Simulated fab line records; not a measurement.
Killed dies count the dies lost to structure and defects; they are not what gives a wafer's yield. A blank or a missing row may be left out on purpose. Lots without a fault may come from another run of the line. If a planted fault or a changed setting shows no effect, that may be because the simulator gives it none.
Chamber matching || flow nand harc || rie diel-04 running NHARC_P_M2_ETCH_35: 4 sister chambers
The step etches the open film in N2/H2, target depth 40 nm, overetch 12 nm, time 43.94 s. 24 wafers are shown with their chamber, then 12 later ones without.

WAFERS PAIRED WITH THEIR CHAMBERS
{"wafer": "L075.2", "chamber": 2, "drypump motor current A (A)": 5.8, "showerhead plenum p Torr (Torr)": 2.17, "oes product au (a.u.)": 1.026}
{"wafer": "L075.3", "chamber": 0, "drypump motor current A (A)": 5.4, "showerhead plenum p Torr (Torr)": 2.20, "oes product au (a.u.)": 0.995}
{"wafer": "L075.4", "chamber": 0, "drypump motor current A (A)": 5.4, "showerhead plenum p Torr (Torr)": 2.20, "oes product au (a.u.)": 1.004}
{"wafer": "L077.1", "chamber": 3, "drypump motor current A (A)": 6.3, "showerhead plenum p Torr (Torr)": 2.17, "oes product au (a.u.)": 0.997}
{"wafer": "L077.2", "chamber": 0, "drypump motor current A (A)": 5.4, "showerhead plenum p Torr (Torr)": 2.20, "oes product au (a.u.)": 1.006}
{"wafer": "L077.6", "chamber": 3, "drypump motor current A (A)": 6.3, "showerhead plenum p Torr (Torr)": 2.17, "oes product au (a.u.)": 1.002}
{"wafer": "L081.2", "chamber": 0, "drypump motor current A (A)": 5.4, "showerhead plenum p Torr (Torr)": 2.20, "oes product au (a.u.)": 0.992}
{"wafer": "L081.3", "chamber": 1, "drypump motor current A (A)": 4.7, "showerhead plenum p Torr (Torr)": 2.19, "oes product au (a.u.)": 0.981}
{"wafer": "L081.6", "chamber": 3, "drypump motor current A (A)": 6.3, "showerhead plenum p Torr (Torr)": 2.17, "oes product au (a.u.)": 1.000}
{"wafer": "L086.1", "chamber": 2, "drypump motor current A (A)": 5.8, "showerhead plenum p Torr (Torr)": 2.16, "oes product au (a.u.)": 0.983}
{"wafer": "L086.3", "chamber": 0, "drypump motor current A (A)": 5.4, "showerhead plenum p Torr (Torr)": 2.20, "oes product au (a.u.)": 1.005}
{"wafer": "L086.4", "chamber": 1, "drypump motor current A (A)": 4.7, "showerhead plenum p Torr (Torr)": 2.19, "oes product au (a.u.)": 0.974}
{"wafer": "L086.2", "chamber": 3, "drypump motor current A (A)": 6.3, "showerhead plenum p Torr (Torr)": 2.17, "oes product au (a.u.)": 0.992}
{"wafer": "L086.5", "chamber": 0, "drypump motor current A (A)": 5.4, "showerhead plenum p Torr (Torr)": 2.20, "oes product au (a.u.)": 1.000}
{"wafer": "L086.6", "chamber": 1, "drypump motor current A (A)": 4.7, "showerhead plenum p Torr (Torr)": 2.19, "oes product au (a.u.)": 0.974}
{"wafer": "L087.1", "chamber": 2, "drypump motor current A (A)": 5.8, "showerhead plenum p Torr (Torr)": 2.16, "oes product au (a.u.)": 0.988}
{"wafer": "L087.2", "chamber": 1, "drypump motor current A (A)": 4.7, "showerhead plenum p Torr (Torr)": 2.19, "oes product au (a.u.)": 0.980}
{"wafer": "L087.6", "chamber": 0, "drypump motor current A (A)": 5.4, "showerhead plenum p Torr (Torr)": 2.20, "oes product au (a.u.)": 1.012}
{"wafer": "L093.1", "chamber": 2, "drypump motor current A (A)": 5.9, "showerhead plenum p Torr (Torr)": 2.16, "oes product au (a.u.)": 0.995}
{"wafer": "L093.4", "chamber": 0, "drypump motor current A (A)": 5.4, "showerhead plenum p Torr (Torr)": 2.20, "oes product au (a.u.)": 1.024}
{"wafer": "L093.5", "chamber": 0, "drypump motor current A (A)": 5.4, "showerhead plenum p Torr (Torr)": 2.20, "oes product au (a.u.)": 1.023}
{"wafer": "L094.1", "chamber": 1, "drypump motor current A (A)": 4.7, "showerhead plenum p Torr (Torr)": 2.19, "oes product au (a.u.)": 0.972}
{"wafer": "L094.2", "chamber": 3, "drypump motor current A (A)": 6.3, "showerhead plenum p Torr (Torr)": 2.17, "oes product au (a.u.)": 1.001}
{"wafer": "L094.3", "chamber": 0, "drypump motor current A (A)": 5.4, "showerhead plenum p Torr (Torr)": 2.20, "oes product au (a.u.)": 1.019}

SIGNATURES, as means of the wafers listed above
{"reading": "drypump motor current A", "chamber 0": 5.400, "chamber 1": 4.700, "chamber 2": 5.825, "chamber 3": 6.300, "scatter within a chamber": 0.0194}
{"reading": "showerhead plenum p Torr", "chamber 0": 2.2000, "chamber 1": 2.1900, "chamber 2": 2.1625, "chamber 3": 2.1700, "scatter within a chamber": 0.00194}
{"reading": "oes product au", "chamber 0": 1.00800, "chamber 1": 0.97620, "chamber 2": 0.99800, "chamber 3": 0.99840, "scatter within a chamber": 0.0109}
Rule: for a wafer and a chamber, the distance is found by dividing, reading by reading, the gap between the wafer's reading and the chamber's mean by the reading's scatter, squaring, summing and taking the root. The wafer belongs to the nearest chamber; if the next one is less than 2 further off, it can't be placed. The scatter: the root of (the sum of the squares of (reading less its chamber's mean) over the shown wafers, divided by (wafers less chambers)).

WAFERS WHOSE CHAMBER IS MISSING
{"wafer": "L094.4", "drypump motor current A (A)": 5.8, "showerhead plenum p Torr (Torr)": 2.16, "oes product au (a.u.)": 0.990}
{"wafer": "L094.5", "drypump motor current A (A)": 5.8, "showerhead plenum p Torr (Torr)": 2.16, "oes product au (a.u.)": 0.996}
{"wafer": "L094.6", "drypump motor current A (A)": 6.3, "showerhead plenum p Torr (Torr)": 2.17, "oes product au (a.u.)": 1.005}
{"wafer": "L095.2", "drypump motor current A (A)": 5.4, "showerhead plenum p Torr (Torr)": 2.20, "oes product au (a.u.)": 1.016}
{"wafer": "L095.4", "drypump motor current A (A)": 4.7, "showerhead plenum p Torr (Torr)": 2.19, "oes product au (a.u.)": 0.983}
{"wafer": "L095.6", "drypump motor current A (A)": 5.8, "showerhead plenum p Torr (Torr)": 2.16, "oes product au (a.u.)": 1.008}
{"wafer": "L095.1", "drypump motor current A (A)": 6.3, "showerhead plenum p Torr (Torr)": 2.17, "oes product au (a.u.)": 0.999}
{"wafer": "L095.3", "drypump motor current A (A)": 5.8, "showerhead plenum p Torr (Torr)": 2.16, "oes product au (a.u.)": 1.003}
{"wafer": "L095.5", "drypump motor current A (A)": 4.7, "showerhead plenum p Torr (Torr)": 2.19, "oes product au (a.u.)": 0.972}
{"wafer": "L097.1", "drypump motor current A (A)": 5.8, "showerhead plenum p Torr (Torr)": 2.16, "oes product au (a.u.)": 1.020}
{"wafer": "L097.3", "drypump motor current A (A)": 6.3, "showerhead plenum p Torr (Torr)": 2.17, "oes product au (a.u.)": 1.009}
{"wafer": "L097.4", "drypump motor current A (A)": 5.4, "showerhead plenum p Torr (Torr)": 2.20, "oes product au (a.u.)": 1.020}

WHICH CHAMBER EACH ONE RAN IN
{"wafer": "L094.4", "from the rows above": 2, "in truth": 2}
{"wafer": "L094.5", "from the rows above": 2, "in truth": 2}
{"wafer": "L094.6", "from the rows above": 3, "in truth": 3}
{"wafer": "L095.2", "from the rows above": 0, "in truth": 0}
{"wafer": "L095.4", "from the rows above": 1, "in truth": 1}
{"wafer": "L095.6", "from the rows above": 2, "in truth": 2}
{"wafer": "L095.1", "from the rows above": 3, "in truth": 3}
{"wafer": "L095.3", "from the rows above": 2, "in truth": 2}
{"wafer": "L095.5", "from the rows above": 1, "in truth": 1}
{"wafer": "L097.1", "from the rows above": 2, "in truth": 2}
{"wafer": "L097.3", "from the rows above": 3, "in truth": 3}
{"wafer": "L097.4", "from the rows above": 0, "in truth": 0}
Correct placement for 12 of the 12. Can't be placed from these rows: 0. 0 placed wrongly.
